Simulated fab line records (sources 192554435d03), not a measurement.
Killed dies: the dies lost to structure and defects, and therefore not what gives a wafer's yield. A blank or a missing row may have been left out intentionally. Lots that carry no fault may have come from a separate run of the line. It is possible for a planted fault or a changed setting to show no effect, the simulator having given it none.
Which tool did it? :: flow n5_finfet :: Sampling: 10 lots, 30 wafers, 3 of 1938 route steps

## WHAT THE GAUGES READ, wafer by wafer
N5_BEOL_M8_INSPECT_30: inspects for defects (brightfield).
lot: L350
measured: day 10 14:52
on: defect_inspect-02
raw_defect_count: 409 235 271

lot: L352
measured: day 11 08:10
on: defect_inspect-01
raw_defect_count: 1326 1253 1312

lot: L355
measured: day 12 03:08
on: defect_inspect-02
raw_defect_count: 1355 1442 1315

lot: L359
measured: day 12 18:24
on: defect_inspect-02
raw_defect_count: 392 365 409

lot: L357
measured: day 13 00:20
on: defect_inspect-02
raw_defect_count: 441 387 487

lot: L363
measured: day 14 16:45
on: defect_inspect-02
raw_defect_count: 393 364 358

lot: L362
measured: day 14 16:19
on: defect_inspect-02
raw_defect_count: 443 406 481

lot: L367
measured: day 14 17:52
on: defect_inspect-01
raw_defect_count: 425 336 385

lot: L365
measured: day 15 01:44
on: defect_inspect-02
raw_defect_count: 675 646 367

lot: L366
measured: day 15 19:43
on: defect_inspect-02
raw_defect_count: 492 559 569

## WHICH TOOL RAN EACH LOT (tool, then ch and the chambers of the sampled wafers, then the start)
lot: L350
N5_BEOL_M8_ETCH_62: rie_diel-03 ch 0,1,3, day 10 11:19
N5_BEOL_M8_STRIP_67: rie_diel-03 ch 0,1,3, day 10 11:28

lot: L352
N5_BEOL_M8_ETCH_62: rie_diel-03 ch 1,2,3, day 11 06:44
N5_BEOL_M8_STRIP_67: rie_diel-03 ch 1,2,3, day 11 06:53

lot: L355
N5_BEOL_M8_ETCH_62: rie_diel-03 ch 1,3, day 12 01:28
N5_BEOL_M8_STRIP_67: rie_diel-03 ch 1,3, day 12 01:37

lot: L359
N5_BEOL_M8_ETCH_62: rie_diel-05 ch 0,1,2, day 12 17:38
N5_BEOL_M8_STRIP_67: rie_diel-05 ch 0,1,2, day 12 17:47

lot: L357
N5_BEOL_M8_ETCH_62: rie_diel-01 ch 0,1,2, day 12 22:52
N5_BEOL_M8_STRIP_67: rie_diel-01 ch 0,1,2, day 12 23:01

lot: L363
N5_BEOL_M8_ETCH_62: rie_diel-03 ch 0, day 14 15:19
N5_BEOL_M8_STRIP_67: rie_diel-03 ch 0, day 14 15:32

lot: L362
N5_BEOL_M8_ETCH_62: rie_diel-05 ch 1,2,3, day 14 15:22
N5_BEOL_M8_STRIP_67: rie_diel-05 ch 1,2,3, day 14 15:31

lot: L367
N5_BEOL_M8_ETCH_62: rie_diel-03 ch 0,1, day 14 16:56
N5_BEOL_M8_STRIP_67: rie_diel-03 ch 0,1, day 14 17:09

lot: L365
N5_BEOL_M8_ETCH_62: rie_diel-03 ch 0,2, day 14 22:19
N5_BEOL_M8_STRIP_67: rie_diel-03 ch 0,2, day 14 22:28

lot: L366
N5_BEOL_M8_ETCH_62: rie_diel-01 ch 0,1, day 15 18:01
N5_BEOL_M8_STRIP_67: rie_diel-01 ch 0,1, day 15 18:10
- N5_BEOL_M8_ETCH_62: etches SOC in N2/H2, target depth 110 nm, overetch 22 nm, time 165 s.
- N5_BEOL_M8_STRIP_67: strips in CF4.

## THE ANSWER, worked out from the rows above alone
Rule: the lots themselves supply what counts as usual. Put in order of their means at a reading, lots are off if they are a third of the lots or fewer, leave a main group of 4 or more, and stand apart from it by a gap of 3 or more times the standard deviation of the main group's means; of several such gaps the widest counts. The tables above print the reading to a certain number of digits; a main group whose means all agree to those digits is not used. A lot without any number at a reading at which 4 lots or more have one is off too. The other lots that the step has rows for count as sound.
Off: L352, L355 (N5_BEOL_M8_INSPECT_30, raw_defect_count). The main group has a mean of 429 with a standard deviation of 81.
If a tool, at a process step before that reading, ran all the lots that are off and no sound lot after the first of them, it fits. Those tools and the gauges at N5_BEOL_M8_INSPECT_30 are tried in the same way. Not one of the candidates tried fits.

## WHAT THE SIMULATOR HAD PUT IN
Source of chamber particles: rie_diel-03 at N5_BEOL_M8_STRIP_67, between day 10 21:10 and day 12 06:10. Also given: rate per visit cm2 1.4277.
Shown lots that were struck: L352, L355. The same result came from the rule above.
